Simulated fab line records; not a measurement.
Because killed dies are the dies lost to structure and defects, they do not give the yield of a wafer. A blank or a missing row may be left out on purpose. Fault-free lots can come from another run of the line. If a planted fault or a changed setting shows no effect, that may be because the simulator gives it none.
Matching of chambers :: flow n5_finfet :: 4 sister chambers for N5_BEOL_M0_SAQP_ETCH_107 on rie_diel-06
The step etches SiNx in CH3F/O2, target depth 30 nm. 8 wafers are shown with their chamber, then 9 later ones without.

WAFERS WITH THEIR CHAMBER
wafer: L074.3
chamber: 1
drypump_motor_current_A (A): 5.1
rf_vpp_V (V): 304

wafer: L081.2
chamber: 2
drypump_motor_current_A (A): 4.8
rf_vpp_V (V): 294

wafer: L081.4
chamber: 1
drypump_motor_current_A (A): 5.1
rf_vpp_V (V): 309

wafer: L088.3
chamber: 2
drypump_motor_current_A (A): 4.8
rf_vpp_V (V): 293

wafer: L088.5
chamber: 0
drypump_motor_current_A (A): 5.4
rf_vpp_V (V): 300

wafer: L091.2
chamber: 3
drypump_motor_current_A (A): 5.3
rf_vpp_V (V): 291

wafer: L091.4
chamber: 3
drypump_motor_current_A (A): 5.3
rf_vpp_V (V): 290

wafer: L091.6
chamber: 0
drypump_motor_current_A (A): 5.3
rf_vpp_V (V): 301

WAFERS WITHOUT THEIR CHAMBER
wafer: L093.3
drypump_motor_current_A (A): 5.3
rf_vpp_V (V): 290

wafer: L093.4
drypump_motor_current_A (A): 5.3
rf_vpp_V (V): 299

wafer: L093.5
drypump_motor_current_A (A): 5.3
rf_vpp_V (V): 300

wafer: L095.1
drypump_motor_current_A (A): 4.8
rf_vpp_V (V): 295

wafer: L095.5
drypump_motor_current_A (A): 5.3
rf_vpp_V (V): 300

wafer: L095.6
drypump_motor_current_A (A): 5.3
rf_vpp_V (V): 291

wafer: L096.1
drypump_motor_current_A (A): 5.3
rf_vpp_V (V): 302

wafer: L096.2
drypump_motor_current_A (A): 5.3
rf_vpp_V (V): 290

wafer: L096.3
drypump_motor_current_A (A): 4.8
rf_vpp_V (V): 294

THE CHAMBER EACH PASSED THROUGH
wafer: L093.3
from the rows above: 3
in truth: 3

wafer: L093.4
from the rows above: 0
in truth: 0

wafer: L093.5
from the rows above: 0
in truth: 0

wafer: L095.1
from the rows above: 2
in truth: 2

wafer: L095.5
from the rows above: 0
in truth: 0

wafer: L095.6
from the rows above: 3
in truth: 3

wafer: L096.1
from the rows above: 0
in truth: 0

wafer: L096.2
from the rows above: 3
in truth: 3

wafer: L096.3
from the rows above: 2
in truth: 2
Placed correctly: 9 of 9. Left unplaced by these rows: 0. Number placed wrongly: 0.
How it was worked out, from the rows above alone: a wafer's distance from a chamber is the root of the sum, over the readings, of the square of ((its reading less the chamber's mean) divided by the reading's scatter). The wafer belongs to the nearest chamber; if the next one is less than 2 further off, it can't be placed. Each chamber's mean is taken over the wafers shown for it. The scatter: take each reading less its chamber's mean, square it, sum over the shown wafers, divide by the number of wafers less the number of chambers, and take the root.
